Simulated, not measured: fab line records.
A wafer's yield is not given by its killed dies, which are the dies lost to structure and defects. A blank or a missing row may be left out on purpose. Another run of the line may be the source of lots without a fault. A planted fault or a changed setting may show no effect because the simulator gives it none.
Chamber matching | flow nand harc | NHARC_A_BLC_DESCUM_15 on rie diel-09: 4 sister chambers
The step chemistry O2, time 3 s. 4 wafers are shown with their chamber, then 12 later ones without.

WAFERS, EACH WITH ITS CHAMBER
wafer  | chamber | drypump motor current A (A)
L086.1 | 2       | 6.5
L085.3 | 3       | 5.4
L089.1 | 0       | 5.1
L089.5 | 1       | 5.1

WAFERS MISSING THEIR CHAMBER
wafer  | drypump motor current A (A)
L088.3 | 5.1
L088.4 | 6.5
L088.5 | 5.1
L090.1 | 5.1
L090.3 | 5.1
L090.6 | 5.1
L092.2 | 5.1
L092.3 | 5.1
L092.6 | 5.1
L095.2 | 5.1
L095.5 | 5.1
L095.6 | 6.4

EACH ONE'S CHAMBER
wafer  | from the rows above     | in truth
L088.3 | can't be placed: 0 or 1 | 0
L088.4 | 2                       | 2
L088.5 | can't be placed: 0 or 1 | 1
L090.1 | can't be placed: 0 or 1 | 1
L090.3 | can't be placed: 0 or 1 | 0
L090.6 | can't be placed: 0 or 1 | 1
L092.2 | can't be placed: 0 or 1 | 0
L092.3 | can't be placed: 0 or 1 | 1
L092.6 | can't be placed: 0 or 1 | 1
L095.2 | can't be placed: 0 or 1 | 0
L095.5 | can't be placed: 0 or 1 | 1
L095.6 | 2                       | 2
Correct placement for 2 of the 12. Unplaceable from these rows: 10, with the true chamber sitting among the candidates in 10. Wrongly placed: 0.
How it was worked out, from the rows above alone: a wafer's distance from a chamber is the root of the sum, over the readings, of the square of ((its reading less the chamber's mean) divided by the reading's scatter). The wafer belongs to the nearest chamber; if the next one is less than 2 further off, it can't be placed. For every chamber, the mean is computed from those of its wafers that are shown. The scatter (one wafer shown for each chamber): square how far every hidden wafer sits from the nearest shown wafer, average those squares and take the square root.
